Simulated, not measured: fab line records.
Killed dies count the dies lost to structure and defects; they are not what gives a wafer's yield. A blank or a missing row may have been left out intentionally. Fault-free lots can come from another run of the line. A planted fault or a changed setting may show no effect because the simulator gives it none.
What tool caused it? + flow n5_finfet + Sampling: 9 lots, 27 wafers, 5 of 1938 route steps

== WHAT EACH GAUGE READ, for each wafer ==
N5_BEOL_M4_RC_MEAS_101. Usual: DIBL_N 36.8 mV/V, standard deviation 1.5; DIBL_P 37.1 mV/V, standard deviation 2.1; IOFF_N 0.168 nA/um, standard deviation 0.03; IOFF_P 0.22 nA/um, standard deviation 0.034; ION_N 679 uA/um, standard deviation 12; ION_P 466 uA/um, standard deviation 8; SS_N 71.7 mV/dec, standard deviation 0.58; SS_P 73.5 mV/dec, standard deviation 0.67; VT_N 248.8 mV, standard deviation 2.7; VT_P -250 mV, standard deviation 3.3.
| lot  | measured     | on        | DIBL_N (mV/V)  | DIBL_P (mV/V)  | IOFF_N (nA/um)    | IOFF_P (nA/um) | ION_N (uA/um) | ION_P (uA/um) | SS_N (mV/dec)  | SS_P (mV/dec)  | VT_N (mV)         | VT_P (mV)      | flag |
|------|--------------|-----------|----------------|----------------|-------------------|----------------|---------------|---------------|----------------|----------------|-------------------|----------------|------|
| L333 | day 7 12:11  | prober-02 | 38.6 34.9 38.5 | 39.9 35.0 39.9 | 0.204 0.135 0.213 | 0.24 0.17 0.25 | 683 662 679   | 463 455 466   | 73.2 71.3 71.6 | 74.1 73.5 74.3 | 247.3 250.8 244.0 | -249 -256 -247 |      |
| L337 | day 8 11:34  | prober-02 | 36.4 38.7 36.0 | 37.5 40.5 37.8 | 0.165 0.200 0.152 | 0.22 0.27 0.23 | 677 687 679   | 468 468 468   | 71.8 72.6 71.0 | 72.7 74.0 72.7 | 247.4 246.2 251.6 | -253 -247 -246 |      |
| L339 | day 9 06:04  | prober-01 | 35.4 35.5 35.6 | 37.0 37.0 37.2 | 0.167 0.166 0.183 | 0.22 0.21 0.22 | 671 680 684   | 469 463 470   | 71.3 71.8 71.2 | 74.0 72.8 73.4 | 247.2 245.1 244.9 | -249 -248 -247 |      |
| L340 | day 9 15:16  | prober-02 | 39.4 37.6 37.8 | 37.8 36.6 37.7 | 0.201 0.169 0.178 | 0.25 0.23 0.25 | 695 684 695   | 471 466 478   | 71.9 72.0 72.0 | 74.3 73.3 73.8 | 248.2 250.7 247.1 | -249 -246 -243 |      |
| L342 | day 9 17:22  | prober-01 | 38.6 35.1 37.7 | 40.4 36.2 38.2 | 0.222 0.148 0.178 | 0.23 0.16 0.20 | 688 680 673   | 457 458 457   | 71.9 70.8 72.5 | 74.1 72.7 73.5 | 245.8 249.5 249.2 | -253 -257 -254 |      |
| L349 | day 11 22:59 | prober-01 | 37.2 38.1 35.6 | 37.4 38.0 35.5 | 0.178 0.182 0.146 | 0.23 0.25 0.20 | 690 689 683   | 467 470 468   | 71.8 71.6 70.7 | 72.4 73.9 72.7 | 245.2 247.6 251.3 | -249 -247 -249 |      |
| L354 | day 13 00:08 | prober-02 | 39.5 36.3 37.7 | 39.8 36.0 37.7 | 0.233 0.149 0.182 | 0.28 0.21 0.23 | 712 687 695   | 478 472 476   | 71.8 71.4 72.2 | 74.5 73.2 73.2 | 244.4 250.9 248.9 | -247 -249 -250 |      |
| L353 | day 13 06:37 | prober-02 | 38.9 36.8 38.6 | 37.8 35.5 36.7 | 0.177 0.135 0.174 | 0.19 0.17 0.18 | 678 675 683   | 460 459 462   | 72.3 70.8 72.4 | 73.9 73.3 73.7 | 247.2 254.0 249.3 | -256 -256 -257 |      |
| L355 | day 13 08:35 | prober-02 | 33.4 34.7 36.5 | 33.0 34.8 36.2 | 0.126 0.147 0.164 | 0.19 0.22 0.26 | 679 681 678   | 469 472 474   | 71.3 71.5 72.4 | 72.9 73.4 73.0 | 252.8 252.4 248.7 | -251 -247 -246 |      |

== TOOL THAT RAN EACH LOT (tool first, then ch and the chambers of the sampled wafers, then the start) ==
| lot  | N5_MOL_CONTACT_COAG_ETCHBACK_134   | N5_BEOL_M0_SAQP_PECVD_00        | N5_BEOL_M0_SAQP_MANDREL_ETCH_20  | N5_BEOL_M0_SAQP_RECESS_109         |
|------|------------------------------------|---------------------------------|----------------------------------|------------------------------------|
| L333 | rie_diel-02 ch 0,1,3, day 5 05:35  | pecvd-02 ch 1,2, day 5 10:13    | rie_si-06 ch 1,2, day 5 12:10    | vapor_etch-02 ch 0,1, day 5 14:19  |
| L337 | rie_diel-02 ch 0,1,2, day 6 05:03  | pecvd-02 ch 0,1, day 6 09:44    | rie_si-06 ch 0,2, day 6 11:08    | vapor_etch-02 ch 1, day 6 13:34    |
| L339 | rie_diel-02 ch 0,1,2, day 6 16:15  | pecvd-02 ch 0,1, day 6 20:53    | rie_si-06 ch 0,1,3, day 7 00:01  | vapor_etch-02 ch 0, day 7 02:10    |
| L340 | rie_diel-02 ch 1,2,3, day 6 23:19  | pecvd-01 ch 0,1,2, day 7 03:58  | rie_si-02 ch 0,1,3, day 7 06:47  | vapor_etch-01 ch 0,1, day 7 09:22  |
| L342 | rie_diel-06 ch 0,3, day 7 11:23    | pecvd-04 ch 1,2, day 7 16:01    | rie_si-03 ch 0,3, day 7 18:02    | vapor_etch-01 ch 0,1, day 7 20:16  |
| L349 | rie_diel-06 ch 1,2, day 9 03:42    | pecvd-04 ch 0,2, day 9 08:40    | rie_si-06 ch 0,1,2, day 9 10:16  | vapor_etch-02 ch 0,1, day 9 12:26  |
| L354 | rie_diel-02 ch 0,1,2, day 10 10:52 | pecvd-02 ch 0,1,2, day 10 15:30 | rie_si-02 ch 0,1,2, day 10 16:51 | vapor_etch-02 ch 0,1, day 10 19:31 |
| L353 | rie_diel-01 ch 1,3, day 10 13:35   | pecvd-04 ch 1, day 10 18:29     | rie_si-06 ch 0,2,3, day 10 20:56 | vapor_etch-01 ch 0,1, day 10 23:35 |
| L355 | rie_diel-02 ch 0,3, day 10 17:07   | pecvd-01 ch 0,1,2, day 10 21:46 | rie_si-02 ch 0,2,3, day 11 01:19 | vapor_etch-01 ch 0,1, day 11 03:39 |
- N5_MOL_CONTACT_COAG_ETCHBACK_134: etches SiO2 in CHF3, target depth 10 nm, time 6.7 s.
- N5_BEOL_M0_SAQP_PECVD_00: deposits SiCN from 3MS/NH3, target thk 8 nm, time 14 s.
- N5_BEOL_M0_SAQP_MANDREL_ETCH_20: etches a-Si in HBr/Cl2, stops on SiNx, target depth 60 nm, bt time 10 s, time 30 s.
- N5_BEOL_M0_SAQP_RECESS_109: chemistry HF/NH3, target SiO2, target depth 3 nm, afs cycles 1, sublimation time 60 s.

== WHAT THE TOOLS THEMSELVES READ (means of the sampled wafers that have a number; where no wafer has one, the mark that the record gives instead) ==
N5_MOL_CONTACT_COAG_ETCHBACK_134. Usual: drypump_motor_current_A 5.8 A, standard deviation 0.42; oes_product_au 0.84 a.u., standard deviation 0.091; rf_vpp_V 517 V, standard deviation 11; showerhead_plenum_p_Torr 2.40 Torr, standard deviation 0.094; throttle_valve_pct 18.70 %, standard deviation 0.19.
| lot  | tool        | drypump_motor_current_A (A) | oes_product_au (a.u.) | rf_vpp_V (V) | showerhead_plenum_p_Torr (Torr) | throttle_valve_pct (%) | flag |
|------|-------------|-----------------------------|-----------------------|--------------|---------------------------------|------------------------|------|
| L333 | rie_diel-02 | 6.0                         | 0.82                  | 511          | 2.41                            | 18.73                  |      |
| L337 | rie_diel-02 | 5.9                         | 0.91                  | 519          | 2.44                            | 18.60                  |      |
| L339 | rie_diel-02 | 5.9                         | 0.89                  | 519          | 2.44                            | 18.60                  |      |
| L340 | rie_diel-02 | 6.1                         | 0.80                  | 520          | 2.36                            | 18.72                  |      |
| L342 | rie_diel-06 | 5.6                         | 0.84                  | 516          | 2.38                            | 18.74                  |      |
| L349 | rie_diel-06 | 5.8                         | 0.78                  | 511          | 2.41                            | 18.92                  |      |
| L354 | rie_diel-02 | 5.9                         | 0.83                  | 518          | 2.42                            | 18.65                  |      |
| L353 | rie_diel-01 | 5.1                         | 0.76                  | 529          | 2.29                            | 18.98                  |      |
| L355 | rie_diel-02 | 5.9                         | 0.90                  | 513          | 2.40                            | 18.70                  |      |

N5_BEOL_M0_SAQP_PECVD_00. Usual: showerhead_plenum_p_Torr 3.661 Torr, standard deviation 0.0072; throttle_valve_pct 9.3 %, standard deviation 0.68.
| lot  | tool     | showerhead_plenum_p_Torr (Torr) | throttle_valve_pct (%) | flag |
|------|----------|---------------------------------|------------------------|------|
| L333 | pecvd-02 | 3.661                           | 8.8                    |      |
| L337 | pecvd-02 | 3.665                           | 9.3                    |      |
| L339 | pecvd-02 | 3.671                           | 9.3                    |      |
| L340 | pecvd-01 | 3.657                           | 9.0                    |      |
| L342 | pecvd-04 | 3.663                           | 9.3                    |      |
| L349 | pecvd-04 | 3.665                           | 9.0                    |      |
| L354 | pecvd-02 | 3.666                           | 9.2                    |      |
| L353 | pecvd-04 | 3.666                           | 10.5                   |      |
| L355 | pecvd-01 | 3.652                           | 9.1                    |      |

N5_BEOL_M0_SAQP_MANDREL_ETCH_20. Usual: bias_w 75.03 W, standard deviation 0.22; drypump_motor_current_A 5.7 A, standard deviation 0.42; oes_product_au 0.772 a.u., standard deviation 0.011; throttle_valve_pct 35.46 %, standard deviation 0.29.
| lot  | tool      | bias_w (W) | drypump_motor_current_A (A) | oes_product_au (a.u.) | throttle_valve_pct (%) | flag |
|------|-----------|------------|-----------------------------|-----------------------|------------------------|------|
| L333 | rie_si-06 | 75.11      | 5.7                         | 0.776                 | 35.71                  |      |
| L337 | rie_si-06 | 74.96      | 5.6                         | 0.774                 | 35.71                  |      |
| L339 | rie_si-06 | 75.02      | 5.8                         | 0.776                 | 35.50                  |      |
| L340 | rie_si-02 | 74.96      | 5.7                         | 0.757                 | 35.46                  |      |
| L342 | rie_si-03 | 75.14      | 6.2                         | 0.780                 | 34.97                  |      |
| L349 | rie_si-06 | 93.87      | 5.6                         | 0.772                 | 35.62                  | OFF  |
| L354 | rie_si-02 | 74.91      | 5.4                         | 0.773                 | 35.43                  |      |
| L353 | rie_si-06 | 94.10      | 5.8                         | 0.770                 | 35.60                  | OFF  |
| L355 | rie_si-02 | 75.10      | 5.4                         | 0.773                 | 35.37                  |      |

N5_BEOL_M0_SAQP_RECESS_109. Usual: drypump_motor_current_A at 6.14 A, with a standard deviation of 0.22.
| lot  | tool          | drypump_motor_current_A (A) | flag |
|------|---------------|-----------------------------|------|
| L333 | vapor_etch-02 | 6.08                        |      |
| L337 | vapor_etch-02 | 6.45                        |      |
| L339 | vapor_etch-02 | 5.88                        |      |
| L340 | vapor_etch-01 | 6.13                        |      |
| L342 | vapor_etch-01 | 6.13                        |      |
| L349 | vapor_etch-02 | 6.08                        |      |
| L354 | vapor_etch-02 | 6.07                        |      |
| L353 | vapor_etch-01 | 6.11                        |      |
| L355 | vapor_etch-01 | 6.09                        |      |

== THE ANSWER, worked out from the rows above alone ==
Rule: take the mean of a lot's wafers that have a number; if it is more than 3 standard deviations from the usual mean, the lot is off. Also off: a lot with no number at a reading for which 4 or more lots have one. Any other lot the step has rows for is counted as sound. After the gauges, taken in route order, come the tools' own readings; for these a lot's mean is taken, as printed above. At the first step where some lot is off, the reading lying furthest off is the one used; lots without a number count as furthest.
Off at N5_BEOL_M0_SAQP_MANDREL_ETCH_20 (bias_w): L349, L353.
If a tool, at that step or one of the process steps before it, ran each lot that is off and ran no sound lot following the first of them, it fits. 2 tools fit, pecvd-04 at N5_BEOL_M0_SAQP_PECVD_00 and rie_si-06 at N5_BEOL_M0_SAQP_MANDREL_ETCH_20, so this cannot tell which one it is.

== WHAT THE SIMULATOR PUT IN ==
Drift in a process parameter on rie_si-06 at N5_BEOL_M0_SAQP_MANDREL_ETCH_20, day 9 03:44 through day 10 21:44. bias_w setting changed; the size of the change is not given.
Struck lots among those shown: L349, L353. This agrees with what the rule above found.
